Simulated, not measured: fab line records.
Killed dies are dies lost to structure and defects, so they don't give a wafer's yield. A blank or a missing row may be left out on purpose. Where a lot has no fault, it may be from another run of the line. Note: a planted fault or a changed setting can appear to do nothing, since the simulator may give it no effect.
Which of the tools did it? :: flow nand_harc :: Sampling: 11 lots, 33 wafers, 6 of 1159 route steps

## WHAT EACH GAUGE READ, for each wafer
NHARC_P_BONDPAD_THK_MEAS_33: measures by ellipsometry. Usual: thk_nm at 200.0 nm, with a standard deviation of 1.4.
lot: L497
measured: day 6 19:38
on: film_metro-02
thk_nm (nm): 197.9 201.0 201.9
flag: 

lot: L500
measured: day 7 04:37
on: film_metro-02
thk_nm (nm): 197.6 196.4 199.4
flag: 

lot: L501
measured: day 7 05:24
on: film_metro-01
thk_nm (nm): 210.7 206.1 206.7 211.2 208.3 205.2
flag: OFF

lot: L503
measured: day 8 00:05
on: film_metro-02
thk_nm (nm): 207.2 203.7 203.0 206.7 204.1 205.0
flag: OFF

lot: L504
measured: day 7 23:44
on: film_metro-02
thk_nm (nm): 200.3 197.8 199.5
flag: 

lot: L514
measured: day 10 15:18
on: film_metro-02
thk_nm (nm): 199.3 201.0 198.8
flag: 

lot: L513
measured: day 10 15:40
on: film_metro-01
thk_nm (nm): 201.0 198.7 198.6
flag: 

lot: L516
measured: day 10 23:17
on: film_metro-02
thk_nm (nm): 201.7 197.1 199.8
flag: 

lot: L517
measured: day 11 06:29
on: film_metro-01
thk_nm (nm): 198.8 200.0 197.2
flag: 

lot: L518
measured: day 11 11:17
on: film_metro-02
thk_nm (nm): 201.0 201.4 202.1
flag: 

lot: L519
measured: day 11 21:15
on: film_metro-02
thk_nm (nm): 201.4 200.1 200.5
flag: 

NHARC_END_SORT_01. Usual: defect_limited_yield 95.7 %, standard deviation 1.5; killed_at_array 25, standard deviation 9.8; killed_at_other 0.8, standard deviation 1.1; killed_at_periphery 3.3, standard deviation 2.1; killed_dies 29, standard deviation 10; killed_open 3.3, standard deviation 1.8; killed_short 1.9, standard deviation 1.4; sort_bin_2_pct 1.3 %, standard deviation 0.6; sort_bin_3_pct 0.25 %, standard deviation 0.23; sort_bin_4_pct 2.8 %, standard deviation 0.97; sort_n_pass 648, standard deviation 10; sort_rim_yield_pct 95 %, standard deviation 3.2; sort_yield_pct 95.7 %, standard deviation 1.5.
lot: L501
measured: day 20 02:40
on: prober-01
defect_limited_yield (%): 95.9
killed_at_array: 24
killed_at_other: 1
killed_at_periphery: 3
killed_dies: 28
killed_open: 0
killed_short: 1
sort_bin_2_pct (%): 1.6
sort_bin_3_pct (%): 0.15
sort_bin_4_pct (%): 2.4
sort_n_pass: 649
sort_rim_yield_pct (%): 93
sort_yield_pct (%): 95.9
flag: 

## TOOL THAT RAN EACH LOT (tool first, then ch and the chambers of the sampled wafers, then the start)
lot: L497
NHARC_P_M2_ETCH_35: rie_diel-03 ch 0,3, day 6 15:55
NHARC_P_M2_ANNEAL_31: rtp_anneal-02 ch 0, day 6 17:46
NHARC_P_BONDPAD_DEP_00: pecvd-02 ch 0,1,2, day 6 19:07
NHARC_P_BONDPAD_CMP_32: cmp-02 ch 0,3, day 6 19:25

lot: L500
NHARC_P_M2_ETCH_35: rie_diel-04 ch 1,2,3, day 7 00:50
NHARC_P_M2_ANNEAL_31: rtp_anneal-01 ch 0, day 7 02:36
NHARC_P_BONDPAD_DEP_00: pecvd-03 ch 0,1, day 7 03:57
NHARC_P_BONDPAD_CMP_32: cmp-04 ch 0,1,3, day 7 04:25

lot: L501
NHARC_P_M2_ETCH_35: rie_diel-06 ch 0,3, day 7 00:52
NHARC_P_M2_ANNEAL_31: rtp_anneal-02 ch 0, day 7 02:44
NHARC_P_BONDPAD_DEP_00: pecvd-02 ch 1,2, day 7 04:10
NHARC_P_BONDPAD_CMP_32: cmp-03 ch 0,1,2, day 7 05:13

lot: L503
NHARC_P_M2_ETCH_35: rie_diel-06 ch 0,1,2, day 7 19:22
NHARC_P_M2_ANNEAL_31: rtp_anneal-01 ch 0, day 7 21:08
NHARC_P_BONDPAD_DEP_00: pecvd-02 ch 0,1,2, day 7 22:37
NHARC_P_BONDPAD_CMP_32: cmp-03 ch 0,1,2, day 7 23:50

lot: L504
NHARC_P_M2_ETCH_35: rie_diel-06 ch 1,2, day 7 19:54
NHARC_P_M2_ANNEAL_31: rtp_anneal-02 ch 0, day 7 21:47
NHARC_P_BONDPAD_DEP_00: pecvd-02 ch 0,1,2, day 7 23:08
NHARC_P_BONDPAD_CMP_32: cmp-04 ch 0,1,3, day 7 23:29

lot: L514
NHARC_P_M2_ETCH_35: rie_diel-04 ch 0,1,3, day 10 11:26
NHARC_P_M2_ANNEAL_31: rtp_anneal-02 ch 0, day 10 13:11
NHARC_P_BONDPAD_DEP_00: pecvd-04 ch 0,1, day 10 14:34
NHARC_P_BONDPAD_CMP_32: cmp-02 ch 0,3, day 10 15:03

lot: L513
NHARC_P_M2_ETCH_35: rie_diel-04 ch 0,2, day 10 11:53
NHARC_P_M2_ANNEAL_31: rtp_anneal-02 ch 0, day 10 13:39
NHARC_P_BONDPAD_DEP_00: pecvd-03 ch 0,1, day 10 15:01
NHARC_P_BONDPAD_CMP_32: cmp-04 ch 0,1, day 10 15:25

lot: L516
NHARC_P_M2_ETCH_35: rie_diel-03 ch 0,1,3, day 10 19:20
NHARC_P_M2_ANNEAL_31: rtp_anneal-02 ch 0, day 10 21:03
NHARC_P_BONDPAD_DEP_00: pecvd-03 ch 1,2, day 10 22:25
NHARC_P_BONDPAD_CMP_32: cmp-04 ch 0,1,3, day 10 23:02

lot: L517
NHARC_P_M2_ETCH_35: rie_diel-04 ch 0,1,2, day 11 02:45
NHARC_P_M2_ANNEAL_31: rtp_anneal-01 ch 0, day 11 04:27
NHARC_P_BONDPAD_DEP_00: pecvd-02 ch 0,1,2, day 11 05:52
NHARC_P_BONDPAD_CMP_32: cmp-03 ch 0,2,3, day 11 06:15

lot: L518
NHARC_P_M2_ETCH_35: rie_diel-03 ch 0,2, day 11 07:23
NHARC_P_M2_ANNEAL_31: rtp_anneal-01 ch 0, day 11 09:17
NHARC_P_BONDPAD_DEP_00: pecvd-03 ch 0,2, day 11 10:43
NHARC_P_BONDPAD_CMP_32: cmp-04 ch 1,2, day 11 11:01

lot: L519
NHARC_P_M2_ETCH_35: rie_diel-06 ch 0,1, day 11 17:31
NHARC_P_M2_ANNEAL_31: rtp_anneal-01 ch 0, day 11 19:15
NHARC_P_BONDPAD_DEP_00: pecvd-03 ch 0,1,2, day 11 20:35
NHARC_P_BONDPAD_CMP_32: cmp-03 ch 2,3, day 11 21:01
- NHARC_P_M2_ETCH_35: etches the open film in N2/H2, target depth 40 nm, overetch 12 nm, time 43.94 s.
- NHARC_P_M2_ANNEAL_31: time 90 s.
- NHARC_P_BONDPAD_DEP_00: deposits SiCN, target thk 250 nm.
- NHARC_P_BONDPAD_CMP_32: polishes SiCN, target thk 200 nm.

## WHAT THE TOOLS THEMSELVES READ (means of the sampled wafers that have a number; where no wafer has one, the mark that the record gives instead)
NHARC_P_M2_ETCH_35. Usual: drypump_motor_current_A 5.6 A, standard deviation 0.49; oes_product_au 1.003 a.u., standard deviation 0.0074; rf_vpp_V 430.7 V, standard deviation 2.1; showerhead_plenum_p_Torr 2.04 Torr, standard deviation 0.073; throttle_valve_pct 14.171 %, standard deviation 0.0097.
lot: L497
tool: rie_diel-03
drypump_motor_current_A (A): 6.1
oes_product_au (a.u.): 1.000
rf_vpp_V (V): 431.0
showerhead_plenum_p_Torr (Torr): 2.06
throttle_valve_pct (%): 14.168
flag: 

lot: L500
tool: rie_diel-04
drypump_motor_current_A (A): 5.6
oes_product_au (a.u.): 1.006
rf_vpp_V (V): 430.0
showerhead_plenum_p_Torr (Torr): 2.04
throttle_valve_pct (%): 14.165
flag: 

lot: L501
tool: rie_diel-06
drypump_motor_current_A (A): 5.0
oes_product_au (a.u.): 1.008
rf_vpp_V (V): 431.7
showerhead_plenum_p_Torr (Torr): 2.06
throttle_valve_pct (%): 14.168
flag: 

lot: L503
tool: rie_diel-06
drypump_motor_current_A (A): 5.6
oes_product_au (a.u.): 1.007
rf_vpp_V (V): 429.0
showerhead_plenum_p_Torr (Torr): 2.00
throttle_valve_pct (%): 14.175
flag: 

lot: L504
tool: rie_diel-06
drypump_motor_current_A (A): 6.2
oes_product_au (a.u.): 1.010
rf_vpp_V (V): 429.4
showerhead_plenum_p_Torr (Torr): 1.99
throttle_valve_pct (%): 14.172
flag: 

lot: L514
tool: rie_diel-04
drypump_motor_current_A (A): 5.7
oes_product_au (a.u.): 1.001
rf_vpp_V (V): 431.7
showerhead_plenum_p_Torr (Torr): 2.06
throttle_valve_pct (%): 14.167
flag: 

lot: L513
tool: rie_diel-04
drypump_motor_current_A (A): 5.7
oes_product_au (a.u.): 1.003
rf_vpp_V (V): 429.4
showerhead_plenum_p_Torr (Torr): 2.03
throttle_valve_pct (%): 14.171
flag: 

lot: L516
tool: rie_diel-03
drypump_motor_current_A (A): 5.8
oes_product_au (a.u.): 0.998
rf_vpp_V (V): 432.4
showerhead_plenum_p_Torr (Torr): 2.08
throttle_valve_pct (%): 14.174
flag: 

lot: L517
tool: rie_diel-04
drypump_motor_current_A (A): 5.6
oes_product_au (a.u.): 1.009
rf_vpp_V (V): 430.7
showerhead_plenum_p_Torr (Torr): 2.04
throttle_valve_pct (%): 14.169
flag: 

lot: L518
tool: rie_diel-03
drypump_motor_current_A (A): 5.4
oes_product_au (a.u.): 0.995
rf_vpp_V (V): 429.3
showerhead_plenum_p_Torr (Torr): 1.99
throttle_valve_pct (%): 14.182
flag: 

lot: L519
tool: rie_diel-06
drypump_motor_current_A (A): 5.5
oes_product_au (a.u.): 1.007
rf_vpp_V (V): 428.9
showerhead_plenum_p_Torr (Torr): 1.96
throttle_valve_pct (%): 14.182
flag: 

NHARC_P_M2_ANNEAL_31. Usual: wafer_temp_C_max at 226.4, with a standard deviation of 0.39.
lot: L497
tool: rtp_anneal-02
wafer_temp_C_max: 226.6
flag: 

lot: L500
tool: rtp_anneal-01
wafer_temp_C_max: 226.3
flag: 

lot: L501
tool: rtp_anneal-02
wafer_temp_C_max: 226.7
flag: 

lot: L503
tool: rtp_anneal-01
wafer_temp_C_max: 226.2
flag: 

lot: L504
tool: rtp_anneal-02
wafer_temp_C_max: 226.8
flag: 

lot: L514
tool: rtp_anneal-02
wafer_temp_C_max: 226.7
flag: 

lot: L513
tool: rtp_anneal-02
wafer_temp_C_max: 226.8
flag: 

lot: L516
tool: rtp_anneal-02
wafer_temp_C_max: 227.0
flag: 

lot: L517
tool: rtp_anneal-01
wafer_temp_C_max: 226.2
flag: 

lot: L518
tool: rtp_anneal-01
wafer_temp_C_max: 226.2
flag: 

lot: L519
tool: rtp_anneal-01
wafer_temp_C_max: 226.3
flag: 

NHARC_P_BONDPAD_DEP_00. Usual: heater_power_w at 582 W, with a standard deviation of 58.
lot: L497
tool: pecvd-02
heater_power_w (W): 613
flag: 

lot: L500
tool: pecvd-03
heater_power_w (W): 527
flag: 

lot: L501
tool: pecvd-02
heater_power_w (W): 631
flag: 

lot: L503
tool: pecvd-02
heater_power_w (W): 590
flag: 

lot: L504
tool: pecvd-02
heater_power_w (W): 618
flag: 

lot: L514
tool: pecvd-04
heater_power_w (W): 618
flag: 

lot: L513
tool: pecvd-03
heater_power_w (W): 494
flag: 

lot: L516
tool: pecvd-03
heater_power_w (W): 559
flag: 

lot: L517
tool: pecvd-02
heater_power_w (W): 568
flag: 

lot: L518
tool: pecvd-03
heater_power_w (W): 629
flag: 

lot: L519
tool: pecvd-03
heater_power_w (W): 555
flag: 

NHARC_P_BONDPAD_CMP_32. Usual: motor_current_A 12.5 A, standard deviation 1.2; slurry_flow_ml_min 150.1, standard deviation 0.46.
lot: L497
tool: cmp-02
motor_current_A (A): 13.2
slurry_flow_ml_min: 150.2
flag: 

lot: L500
tool: cmp-04
motor_current_A (A): 12.1
slurry_flow_ml_min: 150.3
flag: 

lot: L501
tool: cmp-03
motor_current_A (A): 12.5
slurry_flow_ml_min: 150.0
flag: 

lot: L503
tool: cmp-03
motor_current_A (A): 12.5
slurry_flow_ml_min: 150.0
flag: 

lot: L504
tool: cmp-04
motor_current_A (A): 11.7
slurry_flow_ml_min: 150.0
flag: 

lot: L514
tool: cmp-02
motor_current_A (A): 12.9
slurry_flow_ml_min: 150.2
flag: 

lot: L513
tool: cmp-04
motor_current_A (A): 11.3
slurry_flow_ml_min: 150.5
flag: 

lot: L516
tool: cmp-04
motor_current_A (A): 12.4
slurry_flow_ml_min: 150.0
flag: 

lot: L517
tool: cmp-03
motor_current_A (A): 13.0
slurry_flow_ml_min: 149.9
flag: 

lot: L518
tool: cmp-04
motor_current_A (A): 11.2
slurry_flow_ml_min: 149.7
flag: 

lot: L519
tool: cmp-03
motor_current_A (A): 12.7
slurry_flow_ml_min: 150.0
flag: 

## THE ANSWER, worked out from the rows above alone
Rule: a lot counts as off when the mean over its wafers that have a number is more than 3 standard deviations away from the usual mean. Also off: a lot with no number at a reading for which 4 or more lots have one. Where the step has rows for the other lots, those lots are counted as sound. Order of review: gauges by route order, followed by the tools' own readings, for which a lot's mean as printed above is used. The first step at which some lot is off is used, and at that step the reading that is off furthest; a lot without a number counts as furthest.
Off: L501, L503, at NHARC_P_BONDPAD_THK_MEAS_33 (thk_nm).
A tool fits if, at a process step before that reading, it ran every lot that is off, and no sound lot after the first of them. Those tools and the gauges at NHARC_P_BONDPAD_THK_MEAS_33 are tried in the same way. Not one of the candidates tried fits.

## WHAT THE SIMULATOR PUT IN
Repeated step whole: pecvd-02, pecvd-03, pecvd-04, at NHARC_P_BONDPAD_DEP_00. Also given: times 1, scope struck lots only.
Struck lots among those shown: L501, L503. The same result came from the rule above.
